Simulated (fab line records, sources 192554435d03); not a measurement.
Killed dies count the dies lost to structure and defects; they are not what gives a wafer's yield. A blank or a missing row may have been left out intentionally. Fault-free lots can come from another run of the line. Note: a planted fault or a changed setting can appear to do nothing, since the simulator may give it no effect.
fab line records | flow n5Finfet
record: lots: 4 | wafers: 10 | lastDay: 20
route steps=1938 shown BEOL_M4@1099 BEOL_M5@1112 PASSIVATION@1936
lots that met no fault: from a run of the same line without faults
startH: the number of hours between the record's first day and the start of the first shown wafer of the lot | waitH: hours since the lot's step before | " as in the row above | L1.1+2: a row that stands for several wafers | - either no value or no given start | * or withheld: withheld | < > ~ a bound
route shown NAME@n: names a module that has steps shown in the file, with the first one's number in the route | usual: mean/standard deviation of fault-free wafers | same: alike in all rows | chamber/n: place in a boat | sites: each site's reading | _std_site: standard deviation across them | _edge_site: outer sites' mean less inner sites' | radiusMm: how far each site lies from the wafer's centre | mask NAME#n: copy n | behind: the most recent tool/chamber to have shaped the wafer | hold: the reason the lot was held/the length of the hold in hours/how it ended | device: names the non-switching transistor (n, p or np) | end of line: tests run on the same wafers once the route is complete | a step given without rows: its recipe and nothing more | killed: count of dies lost to structure and defects at first sort (not the wafer's yield) | map: dies across one wafer; x = killed, . = not, _ = none there
set.NAME: the setting that was run; set.NAME@STEP: the one run at that earlier step | model.NAME: the simulator's own value behind a step, which no gauge read
a table for each step, a row for each wafer; lots at some steps of the route
services: the hour from which a tool's chamber was out of use, counted from the record's first day as startH (under 0 if before that day), plus the number of hours and why
== steps ==
step: N5_BEOL_M4_ANNEAL_95
recipe: tempC: 400 | timeS: 240 | ambient: vacuum
step: N5_BEOL_M4_SPUTTER_96
recipe: material: Cu | targetThkA: 45 | tempC: -20 | chamberPressurePa: 0.07 | powerW: withheld | timeS: 8.29
step: N5_BEOL_M4_ECD_50
recipe: material: Cu | targetThkA: 3000
step: N5_BEOL_M4_ANNEAL_51
recipe: tempC: 225 | timeS: 90 | ambient: N2
step: N5_BEOL_M4_CMP_52
recipe: stopOn: SiOC | tOverpolishS: 6.8 | downForcePsi: 1 | platenRpm: 50 | clearingPlatenDownForcePsi: 1.5 | clearingPlatenRpm: 50 | postCmpClean: cuAlkaline | targetThkNm: 40 | clearingPlatenPadVelocityMS: 0.99484 | padVelocityMS: 0.99484
step: N5_BEOL_M4_PRE_CLEAN_60
recipe: gas: NH3/H2 | timeS: 15 | tempC: * | rfPowerW: 300
step: N5_BEOL_M4_CO_CAP_55
recipe: material: Co | targetThkA: 20 | tempC: 200 | precursor: CCTBA/H2 | pressureTorr: 30 | timeS: 102.1
step: N5_BEOL_M4_PRE_CLEAN_56
recipe: gas: NH3 | timeS: 15 | tempC: withheld | rfPowerW: 300
step: N5_BEOL_M4_DEP_57
recipe: material: SiCN | targetThkA: 80 | tempC: withheld | precursor: 3MS/NH3 | pressureTorr: 3 | rfW: 202 | timeS: 14
step: N5_BEOL_M4_RC_MEAS_101
usual: DIBL_N: 36.0/1.9 | DIBL_P: 35.6/2.2 | IOFF_N: 0.15/0.031 | IOFF_P: 0.19/0.032 | ION_N: 668/11 | ION_P: 455/7.2 | SS_N: 71.5/0.65 | SS_P: 73.4/0.64 | VT_N: 251/3.6 | VT_P: -253/3.3
lot.wafer | tool      | chamber | startH | waitH | DIBL_N[mV/V] | DIBL_P[mV/V] | IOFF_N[nA/um] | IOFF_P[nA/um] | ION_N[uA/um] | ION_P[uA/um] | SS_N[mV/dec] | SS_P[mV/dec] | VT_N[mV] | VT_P[mV]
L585.1    | prober-01 | 0       | 190.02 | 0.0   | 37.8         | 36.5         | 0.18          | 0.22          | 673          | 455          | 70.8         | 72.9         | 247      | -249
L585.3    | "         | 0       | "      | "     | 34.8         | 32.4         | 0.13          | 0.16          | 662          | 458          | 70.9         | 72.3         | 254      | -255
L585.5    | "         | 0       | "      | "     | 34.9         | 32.4         | 0.13          | 0.16          | 660          | 450          | 70.6         | 72.4         | 253      | -253
L604.1    | prober-01 | 0       | 331.90 | 0.0   | 37.3         | 36.5         | 0.17          | 0.20          | 679          | 457          | 71.4         | 73.6         | 247      | -251
L604.5    | "         | 0       | "      | "     | 39.0         | 38.2         | 0.20          | 0.22          | 683          | 455          | 71.3         | 74.4         | 248      | -249
L607.5    | prober-02 | 0       | 334.33 | 0.6   | 30.9         | 31.4         | 0.09          | 0.12          | 644          | 437          | 71.8         | 72.3         | 260      | -263
L607.6    | "         | 0       | "      | "     | 33.4         | 34.2         | 0.12          | 0.14          | 659          | 441          | 71.5         | 73.0         | 257      | -262
L608.3    | prober-01 | 0       | 361.83 | 0.3   | 35.6         | 34.6         | 0.14          | 0.20          | 657          | 454          | 71.8         | 73.5         | 250      | -249
L608.5    | "         | 0       | "      | "     | 36.1         | 34.3         | 0.14          | 0.18          | 666          | 448          | 71.8         | 73.3         | 255      | -252
L608.6    | "         | 0       | "      | "     | 35.4         | 34.2         | 0.13          | 0.20          | 672          | 464          | 70.9         | 73.3         | 251      | -250
step: N5_BEOL_M5_ILD_DEP_00
recipe: material: SiCOH_lowk | targetThkA: 1406.4 | tempC: 300 | precursor: DEMS/porogen | pressureTorr: 5 | rfW: 500 | timeS: 25.9
step: N5_BEOL_M5_CURE_79
recipe: tempC: 385 | timeS: 240 | ambient: He/Ar | material: SiCOH_lowk
step: N5_BEOL_M5_PECVD_70
recipe: material: SiO2 | targetThkA: 160 | tempC: 400 | precursor: TEOS/O2 | pressureTorr: 5.5 | rfW: 450 | teosFlowSccm: 53.8 | gas: O2 | flowSccm: 3000 | timeS: 18
step: N5_BEOL_M5_HM_DEP_02
recipe: material: TiN | targetThkA: 200 | tempC: 25 | chamberPressurePa: 0.49996
step: N5_BEOL_M5_COAT_59
recipe: resist: SOC | tempC: 250 | timeS: 60 | spinRpm: 1500 | resistThkNm: 60
step: N5_BEOL_M5_COAT_60
recipe: resist: SiARC | tempC: 220 | timeS: 60 | spinRpm: 1500 | resistThkNm: 12
step: N5_BEOL_M5_COAT_71
recipe: resist: underlayer | tempC: 205 | timeS: 60 | spinRpm: 1500 | resistThkNm: 5
step: N5_BEOL_M5_COAT_05
recipe: resist: CAR-EUV | spinRpm: 1500 | resistThkNm: 30
step: N5_BEOL_M5_EBR_07
recipe: solvent: PGMEA | ebrWidthMm: 1.5
step: N5_BEOL_M5_SOFTBAKE_06
recipe: tempC: 110 | timeS: 60 | resist: CAR-EUV
step: N5_BEOL_M5_EXPOSE_08
recipe: maskId: M5 | na: 0.33 | sourceShape: annular | sigmaInner: 0.4 | sigmaOuter: 0.8 | polarization: unpolarized | targetCdNm: 28 | doseMj: 35.75
step: N5_BEOL_M5_PEB_09
recipe: pebTempC: 100 | pebTimeS: 60 | resist: CAR-EUV
step: N5_BEOL_M5_DEVELOP_10
recipe: developTimeS: 30 | developer: TMAH | resist: CAR-EUV | rinseLiquid: surfactantRinse | dry: airSpin | devTempC: 23
step: N5_BEOL_M5_DESCUM_16
recipe: chemistry: O2 | timeS: 7 | sourcePowerW: 50 | biasPowerW: 20 | pressureMtorr: 20 | rfFrequencyHz: 2.712e+07 | tempC: 40 | resist: CAR-EUV | o2FlowSccm: 225
step: N5_BEOL_M5_ETCH_72
recipe: chemistry: N2/H2 | target: underlayer | targetDepthA: 65 | maskMaterial: CAR-EUV | timeS: 5.2 | ionEnergyEv: 200 | pressureMtorr: 30 | sourceW: 840 | biasW: 150 | n2FlowSccm: 200 | h2FlowSccm: 200 | ends: cleared
step: N5_BEOL_M5_ETCH_61
recipe: chemistry: CF4 | target: SiARC | targetDepthA: 156 | maskMaterial: CAR-EUV | timeS: 26 | ionEnergyEv: 80 | pressureMtorr: 40 | sourceW: 545 | biasW: 36 | Ar_flow_sccm: 100 | cf4FlowSccm: 100 | ends: cleared
step: N5_BEOL_M5_ETCH_62
recipe: chemistry: N2/H2 | target: SOC | targetDepthA: 750 | overetchA: 150 | maskMaterial: SiARC | tempC: 40 | timeS: 112.5 | ionEnergyEv: 200 | pressureMtorr: 30 | sourceW: 840 | biasW: 150 | n2FlowSccm: 200 | h2FlowSccm: 200
step: N5_BEOL_M5_STRIP_63
recipe: chemistry: N2/H2 | tempC: 40 | n2FlowSccm: 200 | h2FlowSccm: 200 | rfFrequencyHz: 6e+07
step: N5_BEOL_M5_STRIP_73
recipe: chemistry: N2/H2 | tempC: 40 | n2FlowSccm: 200 | h2FlowSccm: 200 | rfFrequencyHz: 6e+07
step: N5_BEOL_M5_STRIP_64
recipe: chemistry: CF4 | resist: SiARC | powerW: 300 | biasPowerW: 75 | pressureMtorr: 50 | cf4FlowSccm: 150 | rfFrequencyHz: 6e+07
step: N5_BEOL_M5_HM_OPEN_17
recipe: chemistry: Cl2/BCl3 | targetDepthA: 200 | overetchA: 60 | target: TiN | maskMaterial: SOC | ionEnergyEv: 150 | pressureMtorr: 10 | icpW: 1000 | biasW: 126 | Cl2_flow_sccm: 53.25 | bcl3FlowSccm: 21.75 | Ar_flow_sccm: 25
step: N5_BEOL_M5_STRIP_19
recipe: chemistry: O2 | powerW: 400 | tempC: 40 | pressureMtorr: 30 | rfFrequencyHz: 6e+07 | biasPowerW: 0 | overashFraction: 0.2 | o2FlowSccm: 225
step: N5_BEOL_M5_COAT_65
recipe: resist: SOC | tempC: 250 | timeS: 60 | spinRpm: 1500 | resistThkNm: 60
step: N5_BEOL_M5_COAT_66
recipe: resist: SiARC | tempC: 220 | timeS: 60 | spinRpm: 1500 | resistThkNm: 12
step: N5_BEOL_M5_CMP_52
recipe: stopOn: SiCOH_lowk | tOverpolishS: 6.9 | downForcePsi: 1 | platenRpm: 50 | clearingPlatenDownForcePsi: 1.5 | clearingPlatenRpm: 50 | postCmpClean: cuAlkaline | targetThkNm: 62 | clearingPlatenPadVelocityMS: 0.99484 | padVelocityMS: 0.99484
usual: barrierFieldEndpointS: 24.7/0.64 | headPressurePsi: 0.9999/0.0022 | motorCurrentA: 5.9/0.51 | overpolishRunS: 6.898/0.0083 | slurryFlowMlMin: 150.1/0.48 | timeToEndpointS: 62/3.3
lot.wafer | tool   | chamber | startH | waitH | barrierFieldEndpointS | headPressurePsi | motorCurrentA | overpolishRunS | slurryFlowMlMin | timeToEndpointS
L585.1    | cmp-04 | 3       | 203.02 | 0.3   | 24.0                  | 1.0027          | 6.1           | 6.900          | 150.3           | 62
L585.3    | "      | 0       | "      | "     | 24.6                  | 1.0002          | 5.2           | 6.894          | 150.7           | 60
L585.5    | "      | 3       | "      | "     | 24.9                  | 0.9978          | 5.9           | 6.885          | 150.3           | 61
L604.1    | cmp-04 | 2       | 345.32 | 0.3   | 25.1                  | 0.9975          | 5.7           | 6.891          | 150.0           | 66
L604.5    | "      | 2       | "      | "     | 41.3                  | 0.9991          | 5.9           | 0.030          | 149.9           | 81
L607.5    | cmp-04 | 3       | 346.34 | 0.2   | 41.3                  | 0.9961          | 6.0           | 0.042          | 150.2           | 80
L607.6    | "      | 0       | "      | "     | 24.5                  | 0.9961          | 5.2           | 6.898          | 148.8           | 60
L608.3    | cmp-03 | 3       | 375.12 | 0.3   | 24.6                  | 1.0013          | 6.3           | 6.891          | 149.6           | 63
L608.6    | "      | 0       | "      | "     | 24.8                  | 0.9966          | 6.6           | 6.907          | 149.8           | 65
L608.5    | "      | 1       | "      | "     | 24.4                  | 1.0014          | 5.9           | 6.913          | 149.7           | 62
step: N5_BEOL_M5_THK_MEAS_53
recipe: thkMeasGauge: xrf | reads: Cu_of_BEOL_M5_ECD_50
usual: M5_THK: 60.8/2
lot.wafer | tool         | chamber | startH | waitH | M5_THK[nm]
L585.1    | filmMetro-02 | -       | 203.32 | -     | 59.9
L585.3    | "            | -       | "      | "     | 62.2
L585.5    | "            | -       | "      | "     | 59.0
L604.1    | filmMetro-01 | -       | 345.58 | -     | 62.7
L604.5    | "            | -       | "      | "     | 172.9
L607.5    | filmMetro-01 | -       | 346.49 | -     | 163.8
L607.6    | "            | -       | "      | "     | 61.4
L608.3    | filmMetro-02 | -       | 375.30 | -     | 61.7
L608.5    | "            | -       | "      | "     | 62.3
L608.6    | "            | -       | "      | "     | 62.1
step: N5_BEOL_M5_INSPECT_58
recipe: inspectInstrument: darkfield | mode: postDep
usual: rawDefectCount: 69/23
lot.wafer | tool             | chamber | startH | waitH | rawDefectCount
L585.1    | defectInspect-02 | -       | 203.66 | 0.0   | 82
L585.3    | "                | -       | "      | "     | 81
L585.5    | "                | -       | "      | "     | 78
L604.1    | defectInspect-02 | -       | 345.95 | 0.0   | 87
L604.5    | "                | -       | "      | "     | 1916
L607.5    | defectInspect-01 | -       | 346.81 | 0.0   | 1960
L607.6    | "                | -       | "      | "     | 131
L608.3    | defectInspect-01 | -       | 375.63 | 0.0   | 48
L608.5    | "                | -       | "      | "     | 84
L608.6    | "                | -       | "      | "     | 93
step: N5_PASSIVATION_PROBE_49
usual: defectLimitedYield: 91.3/1.4 | killed_at_M0_to_M3: 34/10 | killed_at_M4_up: 14/5.5 | killedAtContacts: 12/6 | killedAtFrontEnd: 40/10 | killedAtOther: 3.0/2.4 | killedDies: 103/17 | killedOnRim: 13/4.3 | killedOpen: 68/13 | killedShort: 34/7.8 | sort_bin_5_function: 5.1/0.97 | sort_bin_6_memory: 3.3/0.66 | sort_bin_8_speed: 0.02/0.12 | sortNPass: 1077/17 | sortYieldPct: 91.2/1.4
same: grossDies: 1180 | killedAtBackSide: 0 | sort_bin_4_leakage[%]: 0
lot.wafer | tool      | chamber | startH | waitH | defectLimitedYield[%] | killed_at_M0_to_M3 | killed_at_M4_up | killedAtContacts | killedAtFrontEnd | killedAtOther | killedDies | killedOnRim | killedOpen | killedShort | sort_bin_5_function[%] | sort_bin_6_memory[%] | sort_bin_8_speed[%] | sortNPass | sortYieldPct[%]
L585.1    | prober-01 | -       | 294.12 | 0.0   | 92.5                  | 26                 | 8               | 24               | 25               | 5             | 88         | 10          | 58         | 30          | 4.2                    | 2.9                  | 0                   | 1092      | 92.5
L585.3    | prober-01 | -       | 294.22 | 0.1   | 92.5                  | 24                 | 14              | 21               | 24               | 5             | 88         | 9           | 66         | 22          | 4.8                    | 2.5                  | 0                   | 1092      | 92.5
L585.5    | prober-01 | -       | 294.32 | 0.2   | 89.8                  | 36                 | 14              | 26               | 42               | 2             | 120        | 16          | 75         | 45          | 6.1                    | 3.6                  | 0                   | 1060      | 89.8
L604.1    | prober-01 | -       | 428.06 | 0.0   | 91.8                  | 38                 | 18              | 4                | 35               | 2             | 97         | 10          | 67         | 26          | 5.0                    | 2.9                  | 0                   | 1083      | 91.8
L604.5    | prober-01 | -       | 428.26 | 0.2   | 0                     | 34                 | 1094            | 10               | 41               | 1             | 1180       | 152         | 65         | 28          | 4.5                    | 3.6                  | 0                   | 0         | 0
L607.5    | prober-01 | -       | 454.49 | 0.2   | 0                     | 32                 | 1109            | 4                | 34               | 1             | 1180       | 152         | 44         | 40          | 4.3                    | 2.5                  | 0                   | 0         | 0
L607.6    | prober-01 | -       | 454.54 | 0.3   | 91.2                  | 24                 | 28              | 6                | 40               | 6             | 104        | 14          | 71         | 32          | 5.2                    | 3.5                  | 0.17                | 1074      | 91.0
L608.3    | prober-02 | -       | 475.40 | 0.1   | 89.2                  | 44                 | 6               | 19               | 49               | 9             | 127        | 14          | 79         | 46          | 6.4                    | 3.8                  | 0                   | 1053      | 89.2
L608.5    | prober-02 | -       | 475.50 | 0.2   | 91.8                  | 34                 | 10              | 7                | 42               | 4             | 97         | 17          | 55         | 41          | 4.6                    | 3.0                  | 0                   | 1083      | 91.8
L608.6    | prober-02 | -       | 475.55 | 0.3   | 91.3                  | 21                 | 12              | 16               | 49               | 5             | 103        | 14          | 66         | 37          | 5.0                    | 3.6                  | 0                   | 1077      | 91.3
killed by level:class
L585.1 MOL_CONTACT_COAG:geometricParticle:open=21 BEOL_M2:geometricParticle:open=11 FIN_SAQP:geometricParticle:open=6 STI_FIN_REVEAL:geometricParticle:open=6 BEOL_M3:geometricParticle:short=4 FIN_SAQP:geometricParticle:short=3 MOL_CONTACT_COAG:geometricParticle:short=3 BEOL_M0_SAQP:geometricParticle:short=3
L585.3 MOL_CONTACT_COAG:geometricParticle:open=15 BEOL_M0_SAQP:geometricParticle:open=8 DUMMY_GATE:geometricParticle:open=6 MOL_CONTACT_COAG:geometricParticle:short=6 BEOL_M2:geometricParticle:open=4 BEOL_M4:geometricParticle:open=4 BEOL_M8:geometricParticle:open=4 FIN_SAQP:geometricParticle:open=3
L585.5 MOL_CONTACT_COAG:geometricParticle:open=20 FIN_SAQP:geometricParticle:short=13 FIN_SAQP:geometricParticle:open=10 BEOL_M0_SAQP:geometricParticle:open=8 BEOL_M0_SAQP:geometricParticle:short=7 MOL_CONTACT_COAG:geometricParticle:short=6 BEOL_M0:geometricParticle:open=6 BEOL_M4:geometricParticle:open=5
L604.1 BEOL_M3:geometricParticle:open=11 STI_FIN_REVEAL:geometricParticle:open=10 BEOL_M4:geometricParticle:open=7 BEOL_M0:geometricParticle:open=6 BEOL_M1:geometricParticle:open=6 FIN_SAQP:geometricParticle:open=5 BEOL_M1:geometricParticle:short=4 BEOL_M0_SAQP:geometricParticle:open=4
L604.5 BEOL_M5:areaCmp=1082 BEOL_M1:geometricParticle:open=14 STI_FIN_REVEAL:geometricParticle:open=12 MOL_CONTACT_COAG:geometricParticle:open=7 FIN_SAQP:geometricParticle:open=6 BEOL_M4:geometricParticle:open=6 FIN_SAQP:geometricParticle:short=4 DUMMY_GATE:geometricParticle:open=4
L607.5 BEOL_M5:areaCmp=1096 BEOL_M0_SAQP:geometricParticle:open=7 BEOL_M0_SAQP:geometricParticle:short=7 FIN_SAQP:geometricParticle:open=5 STARTING-WAFER:geometricParticle:short=5 FIN_SAQP:geometricParticle:short=4 BEOL_M1:geometricParticle:open=4 DUMMY_GATE:geometricParticle:open=4
L607.6 FIN_SAQP:geometricParticle:short=9 BEOL_M4:geometricParticle:open=9 ILD0:geometricParticle:open=7 STI_FIN_REVEAL:geometricParticle:open=6 BEOL_M0_SAQP:geometricParticle:open=6 BEOL_M2:geometricParticle:open=6 DUMMY_GATE:geometricParticle:open=5 MOL_CONTACT_COAG:geometricParticle:open=5
L608.3 MOL_CONTACT_COAG:geometricParticle:open=17 FIN_SAQP:geometricParticle:short=13 STI_FIN_REVEAL:geometricParticle:open=11 BEOL_M2:geometricParticle:open=10 BEOL_M0_SAQP:geometricParticle:short=9 FIN_SAQP:geometricParticle:open=7 BEOL_M1:geometricParticle:open=7 BEOL_M3:geometricParticle:open=5
L608.5 FIN_SAQP:geometricParticle:short=11 BEOL_M1:geometricParticle:open=9 FIN_SAQP:geometricParticle:open=8 BEOL_M3:geometricParticle:short=7 DUMMY_GATE:geometricParticle:open=5 BEOL_M3:geometricParticle:open=5 STI_FIN_REVEAL:geometricParticle:open=4 MOL_CONTACT_COAG:geometricParticle:open=4
L608.6 FIN_SAQP:geometricParticle:open=14 STI_FIN_REVEAL:geometricParticle:open=12 MOL_CONTACT_COAG:geometricParticle:open=12 FIN_SAQP:geometricParticle:short=8 BEOL_M3:geometricParticle:short=7 GATE_CUT:geometricParticle:short=4 GATE_CUT:geometricParticle:open=4 MOL_CONTACT_COAG:geometricParticle:short=4
map L604.5 (x killed, . not)
_________________xxxxxxxxxxxx________________
______________xxxxxxxxxxxxxxxxxx_____________
___________xxxxxxxxxxxxxxxxxxxxxxxx__________
__________xxxxxxxxxxxxxxxxxxxxxxxxxx_________
________xxxxxxxxxxxxxxxxxxxxxxxxxxxxxx_______
_______xxxxxxxxxxxxxxxxxxxxxxxxxxxxxxxx______
______xxxxxxxxxxxxxxxxxxxxxxxxxxxxxxxxxx_____
_____xxxxxxxxxxxxxxxxxxxxxxxxxxxxxxxxxxxx____
____xxxxxxxxxxxxxxxxxxxxxxxxxxxxxxxxxxxxxx___
___xxxxxxxxxxxxxxxxxxxxxxxxxxxxxxxxxxxxxxxx__
___xxxxxxxxxxxxxxxxxxxxxxxxxxxxxxxxxxxxxxxx__
__xxxxxxxxxxxxxxxxxxxxxxxxxxxxxxxxxxxxxxxxxx_
__xxxxxxxxxxxxxxxxxxxxxxxxxxxxxxxxxxxxxxxxxx_
_xxxxxxxxxxxxxxxxxxxxxxxxxxxxxxxxxxxxxxxxxxxx
_xxxxxxxxxxxxxxxxxxxxxxxxxxxxxxxxxxxxxxxxxxxx
_xxxxxxxxxxxxxxxxxxxxxxxxxxxxxxxxxxxxxxxxxxxx
_xxxxxxxxxxxxxxxxxxxxxxxxxxxxxxxxxxxxxxxxxxxx
_xxxxxxxxxxxxxxxxxxxxxxxxxxxxxxxxxxxxxxxxxxxx
_xxxxxxxxxxxxxxxxxxxxxxxxxxxxxxxxxxxxxxxxxxxx
_xxxxxxxxxxxxxxxxxxxxxxxxxxxxxxxxxxxxxxxxxxxx
_xxxxxxxxxxxxxxxxxxxxxxxxxxxxxxxxxxxxxxxxxxxx
__xxxxxxxxxxxxxxxxxxxxxxxxxxxxxxxxxxxxxxxxxx_
__xxxxxxxxxxxxxxxxxxxxxxxxxxxxxxxxxxxxxxxxxx_
___xxxxxxxxxxxxxxxxxxxxxxxxxxxxxxxxxxxxxxxx__
___xxxxxxxxxxxxxxxxxxxxxxxxxxxxxxxxxxxxxxxx__
____xxxxxxxxxxxxxxxxxxxxxxxxxxxxxxxxxxxxxx___
_____xxxxxxxxxxxxxxxxxxxxxxxxxxxxxxxxxxxx____
______xxxxxxxxxxxxxxxxxxxxxxxxxxxxxxxxxx_____
_______xxxxxxxxxxxxxxxxxxxxxxxxxxxxxxxx______
________xxxxxxxxxxxxxxxxxxxxxxxxxxxxxx_______
__________xxxxxxxxxxxxxxxxxxxxxxxxxx_________
___________xxxxxxxxxxxxxxxxxxxxxxxx__________
______________xxxxxxxxxxxxxxxxxx_____________
_________________xxxxxxxxxxxx________________
map L607.5 (x killed, . not)
_________________xxxxxxxxxxxx________________
______________xxxxxxxxxxxxxxxxxx_____________
___________xxxxxxxxxxxxxxxxxxxxxxxx__________
__________xxxxxxxxxxxxxxxxxxxxxxxxxx_________
________xxxxxxxxxxxxxxxxxxxxxxxxxxxxxx_______
_______xxxxxxxxxxxxxxxxxxxxxxxxxxxxxxxx______
______xxxxxxxxxxxxxxxxxxxxxxxxxxxxxxxxxx_____
_____xxxxxxxxxxxxxxxxxxxxxxxxxxxxxxxxxxxx____
____xxxxxxxxxxxxxxxxxxxxxxxxxxxxxxxxxxxxxx___
___xxxxxxxxxxxxxxxxxxxxxxxxxxxxxxxxxxxxxxxx__
___xxxxxxxxxxxxxxxxxxxxxxxxxxxxxxxxxxxxxxxx__
__xxxxxxxxxxxxxxxxxxxxxxxxxxxxxxxxxxxxxxxxxx_
__xxxxxxxxxxxxxxxxxxxxxxxxxxxxxxxxxxxxxxxxxx_
_xxxxxxxxxxxxxxxxxxxxxxxxxxxxxxxxxxxxxxxxxxxx
_xxxxxxxxxxxxxxxxxxxxxxxxxxxxxxxxxxxxxxxxxxxx
_xxxxxxxxxxxxxxxxxxxxxxxxxxxxxxxxxxxxxxxxxxxx
_xxxxxxxxxxxxxxxxxxxxxxxxxxxxxxxxxxxxxxxxxxxx
_xxxxxxxxxxxxxxxxxxxxxxxxxxxxxxxxxxxxxxxxxxxx
_xxxxxxxxxxxxxxxxxxxxxxxxxxxxxxxxxxxxxxxxxxxx
_xxxxxxxxxxxxxxxxxxxxxxxxxxxxxxxxxxxxxxxxxxxx
_xxxxxxxxxxxxxxxxxxxxxxxxxxxxxxxxxxxxxxxxxxxx
__xxxxxxxxxxxxxxxxxxxxxxxxxxxxxxxxxxxxxxxxxx_
__xxxxxxxxxxxxxxxxxxxxxxxxxxxxxxxxxxxxxxxxxx_
___xxxxxxxxxxxxxxxxxxxxxxxxxxxxxxxxxxxxxxxx__
___xxxxxxxxxxxxxxxxxxxxxxxxxxxxxxxxxxxxxxxx__
____xxxxxxxxxxxxxxxxxxxxxxxxxxxxxxxxxxxxxx___
_____xxxxxxxxxxxxxxxxxxxxxxxxxxxxxxxxxxxx____
______xxxxxxxxxxxxxxxxxxxxxxxxxxxxxxxxxx_____
_______xxxxxxxxxxxxxxxxxxxxxxxxxxxxxxxx______
________xxxxxxxxxxxxxxxxxxxxxxxxxxxxxx_______
__________xxxxxxxxxxxxxxxxxxxxxxxxxx_________
___________xxxxxxxxxxxxxxxxxxxxxxxx__________
______________xxxxxxxxxxxxxxxxxx_____________
_________________xxxxxxxxxxxx________________
== services ==
tool   | chamber | startH | hours | kind
cmp-03 | -       | 238.14 | 4.0   | pm
cmp-03 | -       | 242.14 | -     | consumableReplace:conditioner
cmp-03 | -       | 242.14 | -     | consumableReplace:pad
cmp-03 | -       | 257.10 | 0.3   | repair
cmp-03 | -       | 340.37 | 1.7   | repair
cmp-04 | -       | 350.63 | 4.0   | pm
cmp-04 | -       | 354.63 | -     | consumableReplace:conditioner
cmp-04 | -       | 354.63 | -     | consumableReplace:pad
cmp-04 | -       | 364.37 | 3.9   | pm
== key ==
firstSign: step: N5_BEOL_M5_CMP_52 | reading: overpolishRunS | direction: down | sigmas: 99+ | usual: 6.898 | struck: 0.036
effect: step: N5_BEOL_M5_CMP_52 | reading: barrierFieldEndpointS | direction: up | sigmas: 26 | usual: 24.7 | struck: 41.3
effect: step: N5_BEOL_M5_THK_MEAS_53 | reading: M5_THK | direction: up | sigmas: 55 | usual: 60.8 | struck: 168.4
effect: step: N5_BEOL_M5_INSPECT_58 | reading: rawDefectCount | direction: up | sigmas: 83 | usual: 69 | struck: 1938
effect: step: N5_PASSIVATION_PROBE_49 | reading: killed_at_M4_up | direction: up | sigmas: 99+ | usual: 14 | struck: 1102
moreKillsBornAt: N5_BEOL_M5_CMP_52@cmp-04: 2178
metAt N5_BEOL_M5_CMP_52
struckWafers L604.5,L607.5
laterRowsLeftOut L604.5,L607.5
onsetBetween 203.02 345.32
fault: kind: processParameterDrift | tool: cmp-04 | chamber: - | onsetH: 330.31 | steps: N5_BEOL_M5_CMP_52 | channel: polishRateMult | offset: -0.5 | shape: step | endH: 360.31 | scope: struckWafersOnly
laterRowsLeftOut: the simulator's readings of these wafers behind a module that went badly wrong aren't trusted and aren't shown, but for the sort
